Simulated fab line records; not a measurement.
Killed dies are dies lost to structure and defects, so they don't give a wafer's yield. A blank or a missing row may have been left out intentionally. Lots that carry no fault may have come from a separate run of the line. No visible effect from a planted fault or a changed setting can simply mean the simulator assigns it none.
Matching of chambers :: flow n5 finfet :: N5_SDB_CUT_ETCH_26 on rie si-05 has 4 sister chambers
The step etches Si in HBr/Cl2/O2, target depth 129.6 nm, bt time 20 s, time 51.8 s. 8 wafers are shown with their chamber, then 9 later ones without.

WAFERS PAIRED WITH THEIR CHAMBERS
wafer: L083.1
chamber: 2
throttle valve pct (%): 37.51
drypump motor current A (A): 5.4

wafer: L084.6
chamber: 3
throttle valve pct (%): 37.20
drypump motor current A (A): 5.5

wafer: L087.2
chamber: 1
throttle valve pct (%): 37.44
drypump motor current A (A): 5.9

wafer: L087.3
chamber: 0
throttle valve pct (%): 37.68
drypump motor current A (A): 5.8

wafer: L087.6
chamber: 2
throttle valve pct (%): 37.50
drypump motor current A (A): 5.3

wafer: L091.1
chamber: 3
throttle valve pct (%): 37.21
drypump motor current A (A): 5.4

wafer: L091.2
chamber: 1
throttle valve pct (%): 37.44
drypump motor current A (A): 5.9

wafer: L091.3
chamber: 0
throttle valve pct (%): 37.68
drypump motor current A (A): 5.8

WAFERS WITH NO CHAMBER GIVEN
wafer: L093.1
throttle valve pct (%): 37.69
drypump motor current A (A): 5.9

wafer: L093.2
throttle valve pct (%): 37.50
drypump motor current A (A): 5.3

wafer: L093.6
throttle valve pct (%): 37.22
drypump motor current A (A): 5.5

wafer: L094.1
throttle valve pct (%): 37.69
drypump motor current A (A): 5.9

wafer: L094.2
throttle valve pct (%): 37.50
drypump motor current A (A): 5.3

wafer: L094.6
throttle valve pct (%): 37.51
drypump motor current A (A): 5.3

wafer: L096.2
throttle valve pct (%): 37.51
drypump motor current A (A): 5.3

wafer: L096.5
throttle valve pct (%): 37.44
drypump motor current A (A): 5.9

wafer: L096.6
throttle valve pct (%): 37.51
drypump motor current A (A): 5.4

WHICH CHAMBER EACH ONE RAN IN
wafer: L093.1
from the rows above: 0
in truth: 0

wafer: L093.2
from the rows above: 2
in truth: 2

wafer: L093.6
from the rows above: 3
in truth: 3

wafer: L094.1
from the rows above: 0
in truth: 0

wafer: L094.2
from the rows above: 2
in truth: 2

wafer: L094.6
from the rows above: 2
in truth: 2

wafer: L096.2
from the rows above: 2
in truth: 2

wafer: L096.5
from the rows above: 1
in truth: 1

wafer: L096.6
from the rows above: 2
in truth: 2
Correctly placed: 9 of 9. Left unplaced by these rows: 0. 0 placed wrongly.
How it was worked out, from the rows above alone: a wafer's distance from a chamber is the root of the sum, over the readings, of the square of ((its reading less the chamber's mean) divided by the reading's scatter). If the next closest chamber is less than 2 further off than the closest, the wafer can't be placed; otherwise it belongs to the closest. Each chamber's mean is taken over the wafers shown for it. The scatter: take each reading less its chamber's mean, square it, sum over the shown wafers, divide by the number of wafers less the number of chambers, and take the root.
